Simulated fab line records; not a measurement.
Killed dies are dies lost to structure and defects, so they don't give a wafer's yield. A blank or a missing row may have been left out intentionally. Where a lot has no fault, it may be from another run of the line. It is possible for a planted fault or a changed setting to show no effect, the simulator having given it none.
Code-filled problem report in 8D (eight disciplines) form | flow nand-harc | the parts of the form that need people (team, actions taken, sign-off) are left out

== 1. THE ISSUE ==
Wafers without a fault read 89.8 nm, standard deviation 0.85; cd-nm at NHARC_P_M0_CD_MEAS_09 reads a mean of 118.0 nm on 6 wafers belonging to 2 lots. Relative to the usual mean, that is a shift of +33 standard deviations.
The step: target cd 90 nm.
Seen first at day 8 21:15 on cd-sem-02, wafer L627.1. The record holds 39 wafers of 13 lots with a number at this step. Rule for "out" (also "out of limits"): further than 4 standard deviations from the usual mean. Any other wafer with a number is counted as sound.

== 2. WHAT THIS IS AND IS NOT ==
question                    | is                     | is not
which readings at this step | cd-nm                  | -
which lots                  | L627, L629             | L620, L621, L622, L623, L624, L625, L635, L639, L640, L642, L643
which wafers of those lots  | all that have a number | -
read on which gauges        | cd-sem-02, cd-sem-03   | cd-sem-01
when                        | from day 8 21:15       | up to then (18 sound wafers); but 15 sound wafers of L635, L639, L640, L642, L643 came after

== 3. SUSPECTS, AND WHAT RULES EACH OUT ==
Counting: a tool at a process step up to the reading stays a suspect if it ran every lot that is out and no sound lot after the first of them.
- the gauge at NHARC_P_M0_CD_MEAS_09: ruled out. The wafers that are out were read on 2 gauges (cd-sem-02, cd-sem-03).
- arfi-scanner-03 at NHARC_P_M0_EXPOSE_06 (exposes mask P M0, target cd 90 nm): kept. All lots that are out passed through it, beginning with L627 at day 8 21:07, and no sound lot followed; its final sound lot before that point was L624 at day 7 14:19. Its own exposure-dose-mJ-cm2 readings are out on those wafers.
Remaining after the count: arfi-scanner-03 at NHARC_P_M0_EXPOSE_06.

== 4. THE CAUSE (what the simulator had put in) ==
Process parameters drifting: arfi-scanner-03 at NHARC_P_M0_EXPOSE_06, beginning at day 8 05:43. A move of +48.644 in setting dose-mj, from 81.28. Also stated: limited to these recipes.
After counting, this tool was the only one left.

== 5. THE EFFECT CHAIN, in route order ==
Rows list readings where the struck wafers' mean (over those with a number) sits beyond 3 standard deviations from the usual. Only readings whose record carries a usual standard deviation are examined. hours: median over the lots of the time between each lot's start at the first step of this table that gives one and its start at this step. sigmas: the change, counted in usual standard deviations.
hours | step                  | reading              | usual   | on struck wafers | change | sigmas
0     | NHARC_P_M0_EXPOSE_06  | exposure-dose-mJ-cm2 | 81.22   | 125.88           | +44.66 | +99 or more
0     | NHARC_P_M0_CD_MEAS_09 | cd-nm                | 89.8 nm | 118.0            | +28.2  | +33
The process steps in it:
- NHARC_P_M0_EXPOSE_06: exposes mask P M0, target cd 90 nm.
Later steps that measure or inspect, where all struck wafers having a row at the step show a number for every such reading and not one has moved that far: NHARC_END_SORT_01.

== 6. WHAT WOULD HAVE CAUGHT IT SOONER ==
The first out-of-limits reading at a measuring or inspecting step in this record came at day 8 21:15, 16 hours after the fault's start at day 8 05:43.
Tool's own readings at NHARC_P_M0_EXPOSE_06, exposure-dose-mJ-cm2: out on all struck wafers the step has rows for; an alarm limit on them would have tripped on the first.
Of the lots that are out (2), L629 began NHARC_P_M0_EXPOSE_06 on arfi-scanner-03 after day 8 21:15. It would have been spared by a hold on the tool at that moment.
